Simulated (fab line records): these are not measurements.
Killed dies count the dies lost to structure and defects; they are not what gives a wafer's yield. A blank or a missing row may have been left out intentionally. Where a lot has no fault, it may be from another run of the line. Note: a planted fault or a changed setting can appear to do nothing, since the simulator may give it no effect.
Chamber matching ; flow nand harc ; NHARC_A_CHANNEL_FILL_D1_STRIP_28 on rie diel-07 has 4 sister chambers
The step strips in O2, time 20 s. 8 wafers are shown with their chamber, then 12 later ones without.

## WAFERS, EACH WITH ITS CHAMBER
wafer;chamber;drypump motor current A (A);oes product au (a.u.)
L081.2;0;5.6;1.025
L083.5;3;5.6;1.012
L087.2;3;5.5;1.001
L087.4;1;6.2;1.010
L087.6;2;6.5;0.994
L088.1;0;5.6;0.997
L088.2;1;6.2;1.008
L088.5;2;6.5;0.991

## WAFERS WITHOUT THEIR CHAMBER
wafer;drypump motor current A (A);oes product au (a.u.)
L090.1;6.5;0.987
L090.4;6.2;0.998
L090.5;6.2;0.996
L091.1;6.2;1.012
L091.4;5.6;1.002
L091.5;6.5;0.998
L095.2;5.6;0.998
L095.3;5.6;0.985
L095.6;5.6;1.003
L096.3;6.2;1.003
L096.4;6.5;1.001
L096.5;6.5;0.990

## EACH ONE'S CHAMBER
wafer;from the rows above;in truth
L090.1;2;2
L090.4;1;1
L090.5;1;1
L091.1;1;1
L091.4;can't be placed: 0 or 3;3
L091.5;2;2
L095.2;can't be placed: 0 or 3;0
L095.3;can't be placed: 0 or 3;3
L095.6;can't be placed: 0 or 3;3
L096.3;1;1
L096.4;2;2
L096.5;2;2
Correct placement for 8 of the 12. Unplaceable from these rows: 4, with the true chamber sitting among the candidates in 4. Number placed wrongly: 0.
How it was worked out, from the rows above alone: a wafer's distance from a chamber is the root of the sum, over the readings, of the square of ((its reading less the chamber's mean) divided by the reading's scatter). If the next closest chamber is less than 2 further off than the closest, the wafer can't be placed; otherwise it belongs to the closest. For every chamber, the mean is computed from those of its wafers that are shown. How the scatter is found: for the shown wafers, subtract from each reading the mean of its chamber, square and add these, divide the total by (wafers less chambers), then take the root.
